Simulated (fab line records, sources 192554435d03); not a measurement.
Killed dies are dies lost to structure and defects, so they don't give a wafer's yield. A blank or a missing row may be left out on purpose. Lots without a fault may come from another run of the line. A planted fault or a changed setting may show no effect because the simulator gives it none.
Split-lot experiment | flow n5_finfet | 7 lots, 21 wafers read, on a route of 1938 steps

THE SPLIT
At N5_BEOL_M12_ETCH_67 (etches SiARC in CF4, target depth 143 nm, time 238.3 s), the setting source_w was moved away from the recipe's 545 W on 10 of the 21 wafers read, by -8.1% to +16.8%. The other wafers ran this setting at the recipe's value.

The reading is taken at the split's own step.

THE READING
rf_vpp_V, in V, at N5_BEOL_M12_ETCH_67 (etches SiARC in CF4, target depth 143 nm, time 238.3 s). Fault-free wafers of this fab line usually give 184.0 V, standard deviation 1 V.

wafer  | tool, chamber at the split | source_w as run, W | against the recipe | rf_vpp_V, V | against lot-mates on the recipe
L082.4 | rie_diel-03, 0             | 598.4              | +9.8%              | 178.0       | no lot-mate on the recipe
L082.5 | rie_diel-03, 3             | 598.4              | +9.8%              | 178.9       | no lot-mate on the recipe
L082.6 | rie_diel-03, 0             | 598.4              | +9.8%              | 176.8       | no lot-mate on the recipe
L088.2 | rie_diel-01, 0             | 545                | recipe             | 184.7       | -
L088.3 | rie_diel-01, 1             | 545                | recipe             | 184.0       | -
L088.5 | rie_diel-01, 2             | 545                | recipe             | 183.6       | -
L092.3 | rie_diel-06, 0             | 631.2              | +15.8%             | 176.0       | -9.2
L092.4 | rie_diel-06, 1             | 545                | recipe             | 185.2       | -
L092.6 | rie_diel-06, 0             | 631.2              | +15.8%             | 176.0       | -9.2
L090.2 | rie_diel-03, 1             | 580.3              | +6.5%              | 180.3       | -2.0
L090.4 | rie_diel-03, 2             | 580.3              | +6.5%              | 178.5       | -3.8
L090.6 | rie_diel-03, 3             | 545                | recipe             | 182.3       | -
L091.1 | rie_diel-06, 0             | 545                | recipe             | 185.7       | -
L091.4 | rie_diel-06, 3             | 545                | recipe             | 184.9       | -
L091.6 | rie_diel-06, 0             | 545                | recipe             | 183.6       | -
L095.1 | rie_diel-03, 0             | 545                | recipe             | 184.6       | -
L095.2 | rie_diel-03, 3             | 545                | recipe             | 183.4       | -
L095.5 | rie_diel-03, 3             | 636.7              | +16.8%             | 174.7       | -9.3
L096.1 | rie_diel-01, 2             | 545                | recipe             | 182.3       | -
L096.3 | rie_diel-01, 3             | 500.8              | -8.1%              | 189.6       | +7.3
L096.5 | rie_diel-01, 3             | 500.8              | -8.1%              | 189.7       | +7.4

THE FIT
A straight line over all 21 wafers: rf_vpp_V changes by -0.581 V for each +1% of source_w; r = -0.97; the points scatter about the line by 1.1 V.
The same after taking each lot's own level away (the mean of its wafers on the recipe; 18 wafers): -0.629 V for each +1%; r = -0.98; scatter 0.99 V.
On that fit, the largest move of source_w shifts the reading by 11 V.
The lots' own levels span 182.30 to 185.20 V, that is 2.9 times the standard deviation above.
So the lot-to-lot level changes the slope little: the two slopes agree.
Check: with one of the wafers moved furthest among these (+16.8%) left out of the fit, the line predicts -10.4 V for it against its lot-mates. It came out at -9.3 V against them.
Tool readings at the split's step, against how far the setting was moved: rf_vpp_V r = -0.97.

OTHER SPLITS ON THESE WAFERS
These wafers also went through other splits before the reading. Each is held against what the fit with the lots' levels taken away leaves over:
other split on the same wafers | wafers away from the commonest value | r with rf_vpp_V (lot level and that fit taken away)
N5_BEOL_M11_ETCH_41 time_s     | 4                                    | +0.01

THE FILE'S OWN FIT
rf_vpp_V changes by -0.596 V for each +1% of source_w, r = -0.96.
